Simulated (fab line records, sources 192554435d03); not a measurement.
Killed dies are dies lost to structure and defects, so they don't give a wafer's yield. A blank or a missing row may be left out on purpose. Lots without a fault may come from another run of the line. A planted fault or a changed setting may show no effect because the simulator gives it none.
Chamber matching | flow n5_finfet | N5_HKMG_FIN_CMP_94 on cmp-04: 4 sister chambers
The step polishes, stops on SiNx, t overpolish 4.7 s, target thk 43.299 nm. 20 wafers are shown with their chamber, then 10 later ones without.

WAFERS WITH THEIR CHAMBER
wafer  | chamber | motor_current_A (A) | slurry_filter_dp_kPa (kPa)
L075.1 | 3       | 12.2                | 13.36
L075.4 | 0       | 11.4                | 13.51
L075.5 | 1       | 12.5                | 13.41
L079.1 | 2       | 12.6                | 13.60
L079.4 | 0       | 11.1                | 13.57
L079.5 | 3       | 12.5                | 13.52
L081.2 | 3       | 12.7                | 13.55
L081.3 | 2       | 12.2                | 13.36
L081.6 | 3       | 12.6                | 13.59
L083.2 | 0       | 11.0                | 13.43
L083.3 | 3       | 12.1                | 13.36
L083.5 | 1       | 12.3                | 13.09
L084.2 | 1       | 12.1                | 13.66
L084.3 | 2       | 11.9                | 13.68
L084.5 | 3       | 11.9                | 13.46
L086.2 | 3       | 12.3                | 13.66
L086.3 | 1       | 12.5                | 13.53
L086.6 | 0       | 10.8                | 13.59
L087.1 | 1       | 12.2                | 13.75
L087.5 | 3       | 12.1                | 13.41

SIGNATURES (means of the wafers above)
reading              | chamber 0 | chamber 1 | chamber 2 | chamber 3 | scatter within a chamber
motor_current_A      | 11.075    | 12.320    | 12.233    | 12.300    | 0.262
slurry_filter_dp_kPa | 13.5250   | 13.4880   | 13.5467   | 13.4887   | 0.162
Rule: a wafer's distance from a chamber is the root of the sum, over the readings, of the square of ((its reading less the chamber's mean) divided by the reading's scatter). The wafer belongs to the nearest chamber; if the next one is less than 2 further off, it can't be placed. The scatter: the root of (the sum of the squares of (reading less its chamber's mean) over the shown wafers, divided by (wafers less chambers)).

WAFERS WITHOUT THEIR CHAMBER
wafer  | motor_current_A (A) | slurry_filter_dp_kPa (kPa)
L087.6 | 10.4                | 13.52
L089.1 | 11.3                | 13.40
L089.3 | 12.5                | 13.43
L089.5 | 12.0                | 13.48
L092.1 | 12.7                | 13.41
L092.2 | 11.8                | 13.16
L092.3 | 10.9                | 13.54
L097.3 | 10.8                | 13.47
L097.4 | 12.4                | 13.46
L097.5 | 10.9                | 13.50

WHICH CHAMBER EACH WENT THROUGH
wafer  | from the rows above               | in truth
L087.6 | 0                                 | 0
L089.1 | 0                                 | 0
L089.3 | can't be placed: 1 or 3 or 2      | 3
L089.5 | can't be placed: 2 or 3 or 1      | 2
L092.1 | can't be placed: 1 or 3 or 2      | 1
L092.2 | can't be placed: 3 or 1 or 2 or 0 | 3
L092.3 | 0                                 | 0
L097.3 | 0                                 | 0
L097.4 | can't be placed: 1 or 3 or 2      | 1
L097.5 | 0                                 | 0
Placed correctly: 5 of 10. Can't be placed from these rows: 5 (the true chamber is among the candidates in 5). Placed wrongly: 0.
